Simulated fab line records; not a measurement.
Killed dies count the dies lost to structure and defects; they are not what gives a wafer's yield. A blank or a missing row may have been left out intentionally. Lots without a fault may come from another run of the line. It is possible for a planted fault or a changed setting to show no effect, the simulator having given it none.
Which tool was responsible?    flow nand_harc    Sampling: 11 lots, 33 wafers, 5 of 1159 route steps

== WHAT EACH GAUGE READ, for each wafer ==
NHARC_END_SORT_01.
lot   measured      on         killed_at_array  killed_at_other  killed_at_periphery  killed_dies  killed_open  killed_short
L185  day 23 16:43  prober-02  19 19 10         1 1 1            3 2 3                23 22 14     6 7 2        2 3 1

== EACH LOT AND THE TOOL THAT RAN IT (in order: tool; ch and the chambers of the sampled wafers; start) ==
lot   NHARC_A_CONTACT_ETCH_119              NHARC_A_CONTACT_ETCH_121              NHARC_A_CONTACT_SOFTBAKE_64        NHARC_A_CONTACT_DESCUM_74
L168  har_cap_etch-01 ch 0,1, day 16 11:07  har_cap_etch-01 ch 0,1, day 16 11:22  litho_track-06 ch 0, day 16 20:00  rie_diel-01 ch 0,1,2, day 16 20:38
L170  har_cap_etch-03 ch 0,1, day 16 20:32  har_cap_etch-03 ch 0,1, day 16 20:43  litho_track-06 ch 0, day 17 01:00  rie_diel-04 ch 0,1,2, day 17 01:43
L169  har_cap_etch-03 ch 0,1, day 16 23:23  har_cap_etch-03 ch 0,1, day 16 23:34  litho_track-01 ch 0, day 17 03:00  rie_diel-13 ch 0,3, day 17 04:31
L171  har_cap_etch-02 ch 0,1, day 17 15:56  har_cap_etch-02 ch 0,1, day 17 16:07  litho_track-01 ch 0, day 17 20:00  rie_diel-01 ch 1,2,3, day 17 20:37
L172  har_cap_etch-03 ch 0,1, day 17 20:34  har_cap_etch-03 ch 0,1, day 17 20:45  litho_track-06 ch 0, day 18 01:00  rie_diel-04 ch 2,3, day 18 02:17
L183  har_cap_etch-03 ch 0,1, day 19 22:47  har_cap_etch-03 ch 0,1, day 19 22:59  litho_track-06 ch 0, day 20 04:00  rie_diel-01 ch 0,1,3, day 20 05:14
L185  har_cap_etch-03 ch 0,1, day 20 04:06  har_cap_etch-03 ch 0,1, day 20 04:20  litho_track-01 ch 0, day 20 10:00  rie_diel-13 ch 0,3, day 20 10:56
L184  har_cap_etch-01 ch 0,1, day 20 04:19  har_cap_etch-01 ch 0,1, day 20 04:30  litho_track-06 ch 0, day 20 10:00  rie_diel-01 ch 0,2, day 20 10:46
L188  har_cap_etch-03 ch 0,1, day 21 04:15  har_cap_etch-03 ch 0,1, day 21 04:26  litho_track-01 ch 0, day 21 08:00  rie_diel-04 ch 0,1,2, day 21 09:28
L190  har_cap_etch-02 ch 0,1, day 21 09:39  har_cap_etch-02 ch 0,1, day 21 09:50  litho_track-01 ch 0, day 21 13:00  rie_diel-13 ch 0,1,3, day 21 14:17
L191  har_cap_etch-01 ch 0,1, day 22 15:31  har_cap_etch-01 ch 0,1, day 22 15:42  litho_track-04 ch 0, day 22 21:00  rie_diel-01 ch 1,2,3, day 22 21:32
- NHARC_A_CONTACT_ETCH_119: etches the open film in C4F8/O2/Ar, time 94 s, target depth 922 nm.
- NHARC_A_CONTACT_ETCH_121: etches the open film in C4F8/O2/Ar, time 94 s, target depth 922 nm.
- NHARC_A_CONTACT_SOFTBAKE_64: time 55 s.
- NHARC_A_CONTACT_DESCUM_74: chemistry O2, time 3 s.

== AS READ BY THE TOOLS THEMSELVES (means over the sampled wafers that have a number; for cases with no such wafer, the mark the record gives instead) ==
NHARC_A_CONTACT_SOFTBAKE_64.
lot   tool            heater_power_total_W (W)  plate_temp_C (C)
L168  litho_track-06  188.41                    104.99
L170  litho_track-06  188.39                    104.99
L169  litho_track-01  188.36                    104.99
L171  litho_track-01  188.39                    104.95
L172  litho_track-06  188.38                    105.06
L183  litho_track-06  198.05                    -
L185  litho_track-01  188.35                    105.01
L184  litho_track-06  198.15                    -
L188  litho_track-01  188.32                    104.98
L190  litho_track-01  188.44                    104.82
L191  litho_track-04  188.51                    105.18

NHARC_A_CONTACT_DESCUM_74.
lot   tool         drypump_motor_current_A (A)  oes_product_au (a.u.)  rf_vpp_V (V)  showerhead_plenum_p_Torr (Torr)  throttle_valve_pct (%)
L168  rie_diel-01  5.1                          0.990                  58.7          1.88                             11.316
L170  rie_diel-04  6.2                          1.002                  58.2          1.92                             11.309
L169  rie_diel-13  5.3                          0.994                  56.7          1.88                             11.304
L171  rie_diel-01  5.4                          0.994                  57.2          1.81                             11.318
L172  rie_diel-04  6.2                          0.995                  58.0          1.98                             11.306
L183  rie_diel-01  5.3                          1.005                  57.3          1.87                             11.308
L185  rie_diel-13  5.3                          1.003                  57.5          1.87                             11.316
L184  rie_diel-01  5.2                          0.999                  57.3          1.86                             11.300
L188  rie_diel-04  6.2                          1.006                  57.6          2.01                             11.303
L190  rie_diel-13  5.6                          0.995                  57.8          1.90                             11.317
L191  rie_diel-01  5.4                          1.004                  57.7          1.80                             11.307

== THE ANSWER, worked out from the rows above alone ==
Rule: the lots themselves supply what counts as usual. Put in order of their means at a reading, lots are off if they are a third of the lots or fewer, leave a main group of 4 or more, and stand apart from it by a gap of 3 or more times the standard deviation of the main group's means; of several such gaps the widest counts. If all means in a main group match to the digits the tables above print for the reading, that group is not used. A lot without any number at a reading at which 4 lots or more have one is off too. Where the step has rows for the other lots, those lots are counted as sound. First the gauges in route order, then the tools' own readings, where a lot's mean is used as printed above. At the first step where some lot is off, the reading lying furthest off is the one used; lots without a number count as furthest.
Off at NHARC_A_CONTACT_SOFTBAKE_64 (plate_temp_C): L183, L184. Without a number there: L183, L184. For the main group the mean is 105.00 C and the standard deviation 0.089.
If a tool, at that step or one of the process steps before it, ran each lot that is off and ran no sound lot following the first of them, it fits. One fits: litho_track-06 at NHARC_A_CONTACT_SOFTBAKE_64. Its last sound lot is L172 (day 18 01:00), its first lot that is off L183 (day 20 04:00): a fault that began between those two fits.
The tool's own readings at NHARC_A_CONTACT_SOFTBAKE_64 bear it out: on the lots that are off they differ by more than 5 times the standard deviation of the sound lots' means. heater_power_total_W reads 198.10 W there against 188.39 W on the sound lots.
Blank at NHARC_A_CONTACT_SOFTBAKE_64 on the lots that are off, where sound lots have numbers: plate_temp_C.

== WHAT WAS PUT IN BY THE SIMULATOR ==
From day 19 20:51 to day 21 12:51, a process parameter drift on litho_track-06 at NHARC_A_CONTACT_SOFTBAKE_64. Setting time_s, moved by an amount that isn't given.
Lots struck among those shown: L183, L184. Same finding as the rule above.
